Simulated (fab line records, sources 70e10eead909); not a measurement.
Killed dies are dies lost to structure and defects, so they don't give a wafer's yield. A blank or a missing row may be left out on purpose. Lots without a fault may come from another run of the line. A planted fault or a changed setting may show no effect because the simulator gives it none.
fab line records | flow nand_harc | part 2 of 2: steps 14 to 23 of 23
record lots=5 wafers=15 last_day=30
route steps=1302 shown A_STAIRCASE@667
lots that met no fault: from a run of the same line without faults
start_h: hours from the record's first day to the start of the lot's first wafer shown | wait_h: hours since the lot's step before | " the same as in the row above | L1.1+2: a row that stands for several wafers | - no value, or no start given | * or withheld: withheld | < > ~ a bound
route shown NAME@n: a module of which the file shows steps, and the number in the route of the first | usual: mean/standard deviation of fault-free wafers | same: alike in all rows | chamber/n: place in a boat | sites: the reading at each site | _std_site: their standard deviation | _edge_site: outer sites' mean less inner sites' | radius_mm: how far each site lies from the wafer's centre | mask NAME#n: copy n | behind: the tool/chamber that last shaped the wafer | hold: why the lot was held/for how many hours/how that ended | device: the transistor (n, p or np) that didn't switch | end of line: the same wafers' tests at the end of the route | a step without rows: its recipe alone | killed: dies lost to structure and defects at the first sort, not the wafer's yield | map: a wafer's dies, x killed, . not, _ none there
set.NAME: the setting as run; set.NAME@STEP: as run at that earlier step | model.NAME: the simulator's own value behind a step, which no gauge read
lots at some steps of the route; a table a step, a row a wafer
services: from which hour (start_h, from the record's first day; less than 0 if before it) a tool's chamber was out of use, for how many hours, and why
## steps
# step NHARC_A_STAIRCASE_TRIM_24
# recipe time_s=211.2 o2_flow_sccm=500 ar_flow_sccm=0 bias_w=0 chemistry=O2
# usual chamber_pressure_mTorr=60.00/0.051 drypump_motor_current_A=5.9/0.54 oes_product_au=1.000/0.0081 rf_vpp_V=57.7/0.85 showerhead_plenum_p_Torr=3.52/0.14 throttle_valve_pct=17.037/0.01
# columns lot.wafer tool chamber start_h wait_h chamber_pressure_mTorr drypump_motor_current_A oes_product_au rf_hours_counter_h rf_vpp_V showerhead_plenum_p_Torr throttle_valve_pct
L078.4 rie_diel-07 3 - - 59.93 6.3 1.012 24 58.2 3.67 17.038
L078.2 " 0 " " 59.96 5.0 1.002 25 58.0 3.31 17.026
L078.6 " 3 " " 60.05 6.3 1.010 - 56.9 3.67 17.031
L082.1 rie_diel-13 2 - - 59.91 4.8 0.995 32 59.3 3.39 17.034
L082.5 " 0 " " 60.03 6.5 1.006 - 56.0 3.42 17.048
L082.6 " 2 " " 60.00 4.8 0.999 - 56.4 3.39 17.038
L086.2 rie_diel-07 1 - - 59.92 6.0 1.008 52 58.9 3.49 17.048
L086.3 " 2 " " 60.02 5.5 0.989 52 58.1 3.46 17.049
L086.6 " 1 " " 59.90 6.1 0.992 - 57.6 3.49 17.024
L087.2 rie_diel-13 0 - - 59.97 6.4 1.005 42 57.4 3.41 17.026
L087.3 " 1 " " 60.00 6.6 0.993 45 56.7 3.60 17.029
L087.5 " 3 " " 59.99 5.7 0.996 - 56.9 3.78 17.037
L090.2 rie_diel-05 3 - - 60.05 6.1 1.003 33 57.3 3.50 17.041
L090.3 " 0 " " 59.98 6.4 1.005 32 58.6 3.72 17.027
L090.6 " 2 " " 59.91 6.2 0.988 - 57.4 3.40 17.044
# step NHARC_A_STAIRCASE_ETCH_25
# recipe target_depth_a=1000 time_s=40.5 ion_energy_ev=400 c4f8_flow_sccm=20 o2_flow_sccm=10 ar_flow_sccm=withheld rf_w=600 bias_w=1000 chemistry=C4F8/O2
# usual chamber_pressure_mTorr=24.998/0.022 oes_product_au=0.946/0.011 rf_vpp_V=895/5
# columns lot.wafer tool chamber start_h wait_h chamber_pressure_mTorr oes_product_au rf_hours_counter_h rf_vpp_V
L078.4 rie_diel-07 0 - - 24.976 0.961 25 888
L078.2 " 2 " " 25.015 0.929 26 896
L078.6 " 1 " " 25.017 0.964 - 895
L082.1 rie_diel-13 2 - - 24.992 0.945 32 890
L082.5 " 0 " " 24.949 0.946 - 891
L082.6 " 1 " " 25.038 0.938 - 900
L086.2 rie_diel-07 2 - - 24.985 0.956 52 894
L086.3 " 0 " " 25.021 0.942 52 887
L086.6 " 2 " " 24.992 0.941 - 893
L087.3 rie_diel-13 3 - - 25.028 0.941 43 903
L087.2 " 0 " " 24.968 0.946 42 892
L087.5 " 1 " " 24.976 0.942 - 901
L090.3 rie_diel-05 0 - - 24.979 0.954 32 904
L090.2 " 2 " " 25.007 0.943 35 890
L090.6 " 2 " " 24.982 0.931 - 889
# step NHARC_A_STAIRCASE_TRIM_26
# recipe time_s=211.2 o2_flow_sccm=500 ar_flow_sccm=0 bias_w=0 chemistry=O2
# usual chamber_pressure_mTorr=60.00/0.057 drypump_motor_current_A=5.9/0.55 oes_product_au=1.001/0.008 rf_vpp_V=57.8/0.93 showerhead_plenum_p_Torr=3.52/0.14 throttle_valve_pct=17.037/0.0093
# columns lot.wafer tool chamber start_h wait_h chamber_pressure_mTorr drypump_motor_current_A oes_product_au rf_hours_counter_h rf_vpp_V showerhead_plenum_p_Torr throttle_valve_pct
L078.4 rie_diel-07 3 - - 59.97 6.3 0.995 24 57.4 3.67 17.023
L078.2 " 1 " " 59.98 6.1 1.002 27 57.0 3.51 17.030
L078.6 " 0 " " 60.00 5.0 0.997 - 57.4 3.31 17.029
L082.1 rie_diel-13 1 - - 60.01 6.6 1.006 29 57.8 3.61 17.028
L082.5 " 0 " " 60.00 6.5 1.015 - 57.3 3.42 17.037
L082.6 " 1 " " 60.06 6.6 1.014 - 57.1 3.61 17.027
L086.3 rie_diel-07 2 - - 60.01 5.5 1.001 52 56.9 3.46 17.033
L086.2 " 3 " " 59.96 6.3 0.998 52 57.6 3.66 17.042
L086.6 " 1 " " 60.04 6.0 1.001 - 57.3 3.49 17.040
L087.3 rie_diel-13 3 - - 60.13 5.7 0.998 43 58.6 3.78 17.038
L087.2 " 1 " " 59.92 6.6 1.000 46 57.6 3.60 17.034
L087.5 " 3 " " 60.03 5.7 1.007 - 58.6 3.78 17.043
L090.2 rie_diel-05 0 - - 60.07 6.4 0.996 32 56.4 3.72 17.035
L090.3 " 3 " " 59.97 6.1 0.999 33 57.9 3.50 17.038
L090.6 " 0 " " 59.97 6.4 0.991 - 59.6 3.72 17.040
# step NHARC_A_STAIRCASE_ETCH_27
# recipe target_depth_a=1000 time_s=40.5 ion_energy_ev=400 c4f8_flow_sccm=20 o2_flow_sccm=10 ar_flow_sccm=withheld rf_w=600 bias_w=1000 chemistry=C4F8/O2
# usual chamber_pressure_mTorr=25.004/0.023 oes_product_au=0.946/0.014 rf_vpp_V=896/5.1
# columns lot.wafer tool chamber start_h wait_h chamber_pressure_mTorr oes_product_au rf_hours_counter_h rf_vpp_V
L078.2 rie_diel-07 2 - - 25.039 0.936 26 894
L078.4 " 0 " " 24.982 0.954 25 889
L078.6 " 2 " " 24.982 0.946 - 893
L082.1 rie_diel-13 1 - - 24.987 0.931 30 900
L082.5 " 3 " " 25.026 0.997 - 905
L082.6 " 0 " " 24.979 0.938 - 892
L086.3 rie_diel-07 0 - - 25.003 0.937 52 887
L086.2 " 1 " " 24.974 0.936 53 894
L086.6 " 0 " " 25.007 0.939 - 887
L087.2 rie_diel-13 3 - - 24.973 0.942 43 905
L087.3 " 0 " " 25.021 0.936 42 892
L087.5 " 3 " " 25.020 0.940 - 905
L090.2 rie_diel-05 3 - - 24.997 0.944 33 894
L090.3 " 0 " " 25.016 0.936 32 904
L090.6 " 0 " " 24.980 0.944 - 903
# step NHARC_A_STAIRCASE_STRIP_175
# recipe power_w=1500 temp_c=250 chemistry=O2
# usual drypump_motor_current_A=6.0/0.66 heater_power_w=352/52
# columns lot.wafer tool chamber start_h wait_h drypump_motor_current_A heater_power_w rf_hours_counter_h
L078.2 plasma_asher-02 0 393.35 0.1 5.9 422 18
L078.4 " 0 " " 5.9 411 -
L078.6 " 0 " " 5.9 428 -
L082.1 plasma_asher-01 0 448.64 0.1 6.5 288 18
L082.6 " 0 " " 6.5 283 -
L082.5 " 1 " " 6.5 378 -
L086.2 plasma_asher-01 0 471.71 0.1 6.5 290 25
L086.3 " 0 " " 6.5 280 -
L086.6 " 1 " " 6.6 373 -
L087.2 plasma_asher-01 1 491.11 0.1 6.5 373 31
L087.3 " 0 " " 6.5 291 -
L087.5 " 1 " " 6.5 379 -
L090.2 plasma_asher-01 1 514.42 0.1 6.5 385 35
L090.3 " 1 " " 6.6 384 -
L090.6 " 1 " " 6.6 375 -
# step NHARC_A_STAIRCASE_STRIP_148
# recipe time_s=900 temp_c=130 chemistry=SPM
# columns lot.wafer tool chamber start_h wait_h
L078.2+6+4 wet_bench-02 5,7,2 393.70 0.3
L082.1+5+6 wet_bench-02 6,7,0 448.99 0.3
L086.6+2+3 wet_bench-04 1,2,5 472.02 0.1
L087.5+3+2 wet_bench-04 1,2,4 491.48 0.1
L090.2+6+3 wet_bench-02 3,4,5 514.78 0.3
# step NHARC_A_STAIRCASE_PRECLEAN_149
# recipe time_s=* temp_c=50 bath_age_min=0 chemistry=SC1
# columns lot.wafer tool chamber start_h wait_h
L078.2+6+4 wet_bench-02 5,7,2 - -
L082.1+5+6 wet_bench-02 6,7,0 - -
L086.6+2+3 wet_bench-04 1,2,5 - -
L087.5+3+2 wet_bench-04 1,2,4 - -
L090.2+6+3 wet_bench-02 3,4,5 - -
# step NHARC_A_STAIRCASE_SRD_150
# columns lot.wafer tool chamber start_h wait_h
L078.2+6+4 wet_bench-02 5,7,2 - -
L082.1+5+6 wet_bench-02 6,7,0 - -
L086.6+2+3 wet_bench-04 1,2,5 - -
L087.5+3+2 wet_bench-04 1,2,4 - -
L090.2+6+3 wet_bench-02 3,4,5 - -
# step NHARC_A_STAIRCASE_DEHYDRATE_176
# recipe temp_c=150 time_s=120
# columns lot.wafer tool chamber start_h wait_h
L078.2+4+6 litho_track-07 0 394.15 -
L082.1+5+6 litho_track-05 0 449.44 -
L086.2+3+6 litho_track-03 0 472.47 -
L087.2+3+5 litho_track-07 0 491.93 -
L090.2+3+6 litho_track-03 0 515.23 -
# step NHARC_A_STAIRCASE_HMDS_177
# recipe time_s=30
# columns lot.wafer tool chamber start_h wait_h
L078.2+4+6 litho_track-07 0 - -
L082.1+5+6 litho_track-05 0 - -
L086.2+3+6 litho_track-03 0 - -
L087.2+3+5 litho_track-07 0 - -
L090.2+3+6 litho_track-03 0 - -
## services
# columns tool chamber start_h hours kind
plasma_asher-02 - 368.95 0.4 repair
rie_diel-13 0 378.04 - clean
rie_diel-13 1 378.04 - clean
rie_diel-13 2 378.04 - clean
rie_diel-13 3 378.04 - clean
rie_diel-05 2 384.96 3.6 repair
plasma_asher-02 - 396.99 1.4 repair
wet_bench-04 - 403.27 8.0 pm
rie_diel-13 0 404.68 - clean
rie_diel-13 1 404.68 - clean
rie_diel-05 - 409.10 9.0 pm
wet_bench-02 - 420.00 8.0 pm
litho_track-07 - 426.00 7.0 pm
wet_bench-02 - 432.70 2.2 repair
rie_diel-07 2 436.51 2.0 repair
rie_diel-13 3 439.10 9.3 repair
litho_track-03 - 450.00 7.0 pm
rie_diel-13 - 463.34 0.9 repair
rie_diel-07 - 472.66 9.0 pm
litho_track-05 - 474.00 7.0 pm
plasma_asher-02 - 480.22 9.0 pm
wet_bench-04 - 492.38 7.5 repair
rie_diel-13 0 506.52 13.2 repair
rie_diel-05 1 511.35 3.4 repair
